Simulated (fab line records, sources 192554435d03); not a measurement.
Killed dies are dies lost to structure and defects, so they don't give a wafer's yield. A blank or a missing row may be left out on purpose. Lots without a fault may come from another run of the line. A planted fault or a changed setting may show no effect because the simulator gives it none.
Chamber matching | flow n5_finfet | N5_BEOL_M7_ILD_DEP_00 on pecvd-02: 3 sister chambers
The step deposits SiCOH lowk from DEMS/porogen, target thk 179.75 nm, time 33.4 s. 6 wafers are shown with their chamber, then 7 later ones without.

WAFERS WITH THEIR CHAMBER
wafer  | chamber | throttle_valve_pct (%) | showerhead_vpp_V (V)
L078.5 | 1       | 13.8                   | 1418
L082.4 | 2       | 12.4                   | 1313
L082.5 | 0       | 14.9                   | 1515
L082.6 | 1       | 13.9                   | 1408
L088.1 | 0       | 14.3                   | 1452
L088.3 | 2       | 12.7                   | 1317

WAFERS WITHOUT THEIR CHAMBER
wafer  | throttle_valve_pct (%) | showerhead_vpp_V (V)
L088.6 | 12.8                   | 1316
L091.2 | 14.5                   | 1475
L091.4 | 14.4                   | 1496
L091.5 | 12.4                   | 1307
L095.2 | 13.8                   | 1420
L095.3 | 12.4                   | 1300
L095.5 | 14.0                   | 1414

WHICH CHAMBER EACH WENT THROUGH
wafer  | from the rows above | in truth
L088.6 | 2                   | 2
L091.2 | 0                   | 0
L091.4 | 0                   | 0
L091.5 | 2                   | 2
L095.2 | 1                   | 1
L095.3 | 2                   | 2
L095.5 | 1                   | 1
Placed correctly: 7 of 7. Can't be placed from these rows: 0. Placed wrongly: 0.
How it was worked out, from the rows above alone: a wafer's distance from a chamber is the root of the sum, over the readings, of the square of ((its reading less the chamber's mean) divided by the reading's scatter). The wafer belongs to the nearest chamber; if the next one is less than 2 further off, it can't be placed. A chamber's mean is the mean of its shown wafers. The scatter: the root of (the sum of the squares of (reading less its chamber's mean) over the shown wafers, divided by (wafers less chambers)).
